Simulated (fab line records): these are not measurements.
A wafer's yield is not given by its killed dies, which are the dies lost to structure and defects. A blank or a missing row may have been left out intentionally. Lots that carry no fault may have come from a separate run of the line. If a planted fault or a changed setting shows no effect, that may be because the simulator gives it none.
The same fault as seen by 2 desks    flow n5_finfet    each desk has only its own numbers; what lay behind them comes last

== TOOL OWNER'S DESK, litho_track-02 ==
The tool's own readings at N5_BEOL_M0_SAQP_COAT_87 (time 60 s, resist thk 5 nm): means of the sampled wafers that have a number, for each lot that ran on this tool. If a lot's mean is further than 4 standard deviations from the usual mean, the lot is out of limits and carries the mark OUT (the distance appears in the brackets).
Columns: A = exhaust_pa at N5_BEOL_M0_SAQP_COAT_87, usual 45.0 Pa; B = heater_power_total_W at N5_BEOL_M0_SAQP_COAT_87, usual 391.7 W; C = plate_temp_C at N5_BEOL_M0_SAQP_COAT_87, usual 205.00 C
lot   first seen here  A     B                C
L896  day 5 16:37      45.0  391.8            205.02
L899  day 6 11:53      44.3  391.2            205.06
L901  day 6 20:17      44.4  391.7            205.20
L902  day 7 00:23      45.0  426.4 (+25) OUT  219.36 (+80) OUT
L907  day 8 07:41      44.9  424.7 (+24) OUT  219.67 (+81) OUT
This desk's finding: out of limits on L902, L907; first on L902, day 7 00:23 (heater_power_total_W at N5_BEOL_M0_SAQP_COAT_87). L896, L899, L901 stayed within limits.

== THE METROLOGY DESK ==
What the gauges read, lot by lot, whatever tool the lot ran on: means of the sampled wafers that have a number. If a lot's mean is further than 4 standard deviations from the usual mean, the lot is out of limits and carries the mark OUT (the distance appears in the brackets). It has 10 readings; the 7 that lie furthest out on some lot are the ones shown.
Columns: A = DIBL_N at N5_BEOL_M4_RC_MEAS_101, usual 35.0 mV/V; B = DIBL_P at N5_BEOL_M4_RC_MEAS_101, usual 35.4 mV/V; C = IOFF_N at N5_BEOL_M4_RC_MEAS_101, usual 0.14 nA/um; D = IOFF_P at N5_BEOL_M4_RC_MEAS_101, usual 0.20 nA/um; E = SS_N at N5_BEOL_M4_RC_MEAS_101, usual 71.2 mV/dec; F = SS_P at N5_BEOL_M4_RC_MEAS_101, usual 73.1 mV/dec; G = VT_N at N5_BEOL_M4_RC_MEAS_101, usual 252 mV
lot   first seen here  A     B     C     D     E     F     G
L896  day 8 04:15      33.2  35.0  0.13  0.20  70.3  72.8  249
L897  day 8 04:34      35.5  36.4  0.16  0.22  71.5  73.6  250
L899  day 8 14:15      37.9  38.5  0.21  0.25  71.8  74.1  246
L901  day 9 04:11      34.7  34.8  0.16  0.21  71.2  73.0  250
L902  day 9 16:17      37.7  36.3  0.21  0.25  71.9  73.2  248
L907  day 10 13:55     36.4  35.6  0.15  0.20  71.2  73.7  250
L913  day 12 12:14     33.3  34.6  0.13  0.18  71.4  72.7  253
L917  day 12 19:49     35.1  36.3  0.12  0.18  71.8  72.6  256
L918  day 13 14:25     34.7  37.8  0.15  0.21  71.7  73.5  248
L919  day 13 23:25     34.2  35.0  0.12  0.18  70.8  73.2  254
This desk's verdict: no lot among the 10 shows anything out of limits.

== PUT TOGETHER ==
The tool owner's desk had the chance to raise an alarm at day 7 00:23 on L902, L907.
The metrology desk saw nothing out of limits.
The metrology desk holds a record of L902, L907, inside its limits.
N5_BEOL_M0_SAQP_COAT_87 was run on litho_track-02 by each of the lots named.

== WHAT THE SIMULATOR HAD INSERTED ==
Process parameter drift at N5_BEOL_M0_SAQP_COAT_87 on litho_track-02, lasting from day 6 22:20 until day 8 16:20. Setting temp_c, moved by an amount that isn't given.
Struck lots among those shown: L902, L907.
Time in hours from fault onset to the first out-of-limits reading at each desk: the tool owner's desk, 2.
